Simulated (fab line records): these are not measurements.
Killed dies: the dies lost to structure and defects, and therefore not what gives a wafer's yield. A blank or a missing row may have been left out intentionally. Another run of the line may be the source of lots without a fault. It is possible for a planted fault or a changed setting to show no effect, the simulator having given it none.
A lot that was struck, set against a sound lot + flow n5_finfet + 27 out of 1938 route steps
Sound: these wafers, L315.2, L315.4, L315.5. Struck: wafer L318.1 (left out: L318.3, L318.4 of the same lot, which were not struck); the cause appears at the end.
Per side, at each step with rows, come the tool, then ch with its chambers, and then its first start. Under that, the readings that differ: sound wafers + struck wafers + difference of the means + sigmas: that difference in standard deviations of wafers without a fault.
alike: words and numbers the same on both sides, and readings whose means are apart by under 2 such deviations; not compared: readings that were withheld, readings missing a value for some wafer, numbers with overlapping values and no deviation given by the record, and bounds like >300 which may hide the same value.
Wherever a step has rows on one side only, a row that says differs or no value, or a row with sigmas, the two part there. Non-overlapping numbers with no deviation appear without sigmas and do not part them. A reading missing from all wafers of one side parts the sides only when that side holds two or more wafers.

first, 9 steps without rows for these wafers: N5_BEOL_M5_COAT_05 (resist thk 30 nm); N5_BEOL_M5_EBR_07; N5_BEOL_M5_SOFTBAKE_06 (time 60 s); N5_BEOL_M5_EXPOSE_08 (exposes mask M5, target cd 28 nm); N5_BEOL_M5_PEB_09 (peb time 60 s); N5_BEOL_M5_DEVELOP_10 (develop time 30 s); N5_BEOL_M5_DESCUM_16 (chemistry O2, time 7 s); N5_BEOL_M5_ETCH_72 (etches underlayer in N2/H2, target depth 6.5 nm, time 5.2 s); N5_BEOL_M5_ETCH_61 (etches SiARC in CF4, target depth 15.6 nm, time 26 s).
N5_BEOL_M5_ETCH_62: etches SOC in N2/H2, target depth 75 nm, overetch 15 nm, time 112.5 s.
  sound on rie_diel-01 ch 0,2, day 11 00:31; struck on rie_diel-06 ch 0, day 11 09:58
  alike: bias_w, chamber_pressure_mTorr, drypump_motor_current_A, oes_product_au, rf_vpp_V, showerhead_plenum_p_Torr, throttle_valve_pct
  not compared: rf_hours_counter_h
then, 14 steps without rows for these wafers: N5_BEOL_M5_STRIP_63 (strips in N2/H2); N5_BEOL_M5_STRIP_73 (strips in N2/H2); N5_BEOL_M5_STRIP_64 (strips in CF4); N5_BEOL_M5_HM_OPEN_17 (chemistry Cl2/BCl3, target TiN, target depth 20 nm, overetch 6 nm); N5_BEOL_M5_STRIP_19 (strips in O2); N5_BEOL_M5_COAT_65 (time 60 s, resist thk 60 nm); N5_BEOL_M5_COAT_66 (time 60 s, resist thk 12 nm); N5_BEOL_M5_COAT_74 (time 60 s, resist thk 5 nm); N5_BEOL_M5_COAT_22 (resist thk 30 nm); N5_BEOL_M5_EBR_24; N5_BEOL_M5_SOFTBAKE_23 (time 60 s); N5_BEOL_M5_EXPOSE_25 (exposes mask V4, defocus 10 nm); N5_BEOL_M5_PEB_26 (peb time 60 s); N5_BEOL_M5_DEVELOP_27 (develop time 30 s).
N5_BEOL_M5_INSPECT_30: inspects for defects (brightfield).
  sound: defect_inspect-02 at day 11 02:25; struck: defect_inspect-02 at day 11 12:33
| reading          | sound       | struck | difference | sigmas |
|------------------|-------------|--------|------------|--------|
| raw_defect_count | 366 323 379 | 1089   | +733       | +7     |
then, 1 step without rows for these wafers: N5_BEOL_M5_DESCUM_33 (chemistry O2, time 7 s).
-- a jump in the record: the struck wafers' starts before and after are 4 days apart (it breaks off in module BEOL_M5 and resumes in module PASSIVATION, where the first step shown is number 1936 of the route) --
N5_PASSIVATION_PROBE_49:
  record: rows for the struck wafers here (prober-02, day 15 14:47), none for the sound ones

## WHERE THEY PART
Earliest at N5_BEOL_M5_INSPECT_30; latest, in this record, at N5_PASSIVATION_PROBE_49.

WHY: the cause the simulator had injected
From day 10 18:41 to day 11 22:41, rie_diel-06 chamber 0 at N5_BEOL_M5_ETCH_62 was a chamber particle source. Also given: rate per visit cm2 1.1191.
